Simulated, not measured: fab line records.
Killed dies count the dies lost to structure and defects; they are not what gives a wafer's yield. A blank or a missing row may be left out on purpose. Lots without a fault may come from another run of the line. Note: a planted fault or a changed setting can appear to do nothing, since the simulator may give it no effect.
A struck lot beside a sound one :: flow n5Finfet :: 19 steps out of a route of 1938
Sound: these wafers, L806.2, L806.5, L806.6. Wafers L801.1, L801.2, L801.5 were the ones struck. The cause is given at the end.
At each step with rows: each side's tool, then ch and its chambers, then its first start. Under that, the readings that differ: sound wafers :: struck wafers :: difference of the means :: sigmas: that difference in standard deviations of wafers without a fault.
alike: readings with means less than 2 such deviations apart, plus words and numbers identical on both sides. not compared: withheld readings, readings lacking a value on some wafer, bounds such as >300 that could conceal the same value, and numbers that have no deviation in the record and whose values overlap.
Wherever a step has rows on one side only, a row that says differs or no value, or a row with sigmas, the two part there. Numbers that have no deviation but don't overlap get no sigmas and don't part them. Lack of a reading on every wafer of one side parts them only where that side has two or more wafers.

first, 8 steps without rows for these wafers: N5_BEOL_M10_CMP_52 (polishes, stops on SiCOH lowk, t overpolish 7 s, target thk 140 nm); N5_BEOL_M10_PRE_CLEAN_55 (time 15 s); N5_BEOL_M10_DEP_56 (deposits SiCN from 3MS/NH3, target thk 15 nm, time 26.5 s); N5_BEOL_M11_ILD_DEP_00 (deposits SiCOH lowk from DEMS/porogen, target thk 308.51 nm, time 58 s); N5_BEOL_M11_CURE_71 (cures SiCOH lowk, time 240 s); N5_BEOL_M11_PECVD_70 (deposits SiO2 from TEOS/O2, target thk 20 nm, time 22.7 s); N5_BEOL_M11_HM_DEP_02 (deposits TiN, target thk 20 nm); N5_BEOL_M11_COAT_59 (time 60 s, resist thk 100 nm).
N5_BEOL_M11_COAT_60: time 60 s, resist thk 30 nm.
  sound on lithoTrack-01 ch 0, day 15 23:17; struck on lithoTrack-03 ch 0, day 14 21:10
reading: spinSpeedRpm (rpm)
sound: 1499.5 1500.3 1498.5
struck: 1700.5 1702.3 1699.3
difference: +201.3
sigmas: +99 or more

reading: model.SiARC_of_BEOL_M11_COAT_60.thkNm (nm)
sound: 29.8 30 30
struck: 28.2 28.2 28.2
difference: -1.7
sigmas: 
then, 7 steps without rows for these wafers: N5_BEOL_M11_COAT_05 (resist thk 90 nm); N5_BEOL_M11_EBR_07; N5_BEOL_M11_SOFTBAKE_06 (time 60 s); N5_BEOL_M11_EXPOSE_08 (exposes mask M11); N5_BEOL_M11_PEB_09 (peb time 60 s); N5_BEOL_M11_DEVELOP_10 (develop time 30 s); N5_BEOL_M11_DESCUM_16 (chemistry O2, time 7.9 s).
N5_BEOL_M11_ETCH_61: etches SiARC in CF4, target depth 39 nm, time 65 s.
  sound on rieDiel-06 ch 1,2, day 15 23:40; struck on rieDiel-05 ch 1,2,3, day 14 21:39
reading: model.etch.depthNm (nm)
sound: 29.85 29.96 29.92
struck: 28.12 28.26 28.13
difference: -1.74
sigmas: 

reading: model.CAR-ArF_of_BEOL_M11_COAT_05.thkNm (nm)
sound: 55.8 55.4 55.8
struck: 57.2 57.6 57.8
difference: +1.9
sigmas: 
  alike: chamberPressureMTorr, drypumpMotorCurrentA, etchRfOnTimeS, oesProductAu, rfVppV, showerheadPlenumPTorr, throttleValvePct
  not compared: rfHoursCounterH
N5_BEOL_M11_ETCH_62: etches SOC in N2/H2, target depth 110 nm, overetch 22 nm, time 165 s.
  sound on rieDiel-06 ch 1,2, day 15 23:43; struck on rieDiel-05 ch 1,2,3, day 14 21:42
reading: model.SiARC_of_BEOL_M11_COAT_60.thkNm (nm)
sound: 23.4 23 23.6
struck: 21.2 22 22.2
difference: -1.5
sigmas: 
  alike: chamberPressureMTorr, drypumpMotorCurrentA, oesProductAu, rfVppV, showerheadPlenumPTorr, throttleValvePct
  not compared: rfHoursCounterH
then, 1 step without rows for these wafers: N5_BEOL_M11_STRIP_68 (strips in N2/H2).

WHERE THEY PART
Only at N5_BEOL_M11_COAT_60, within this record. Later steps at which nothing parts them and some readings are alike: N5_BEOL_M11_ETCH_61, N5_BEOL_M11_ETCH_62.

WHY: what the simulator had put in
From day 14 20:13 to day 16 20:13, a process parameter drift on lithoTrack-03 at N5_BEOL_M11_COAT_60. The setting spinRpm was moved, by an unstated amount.
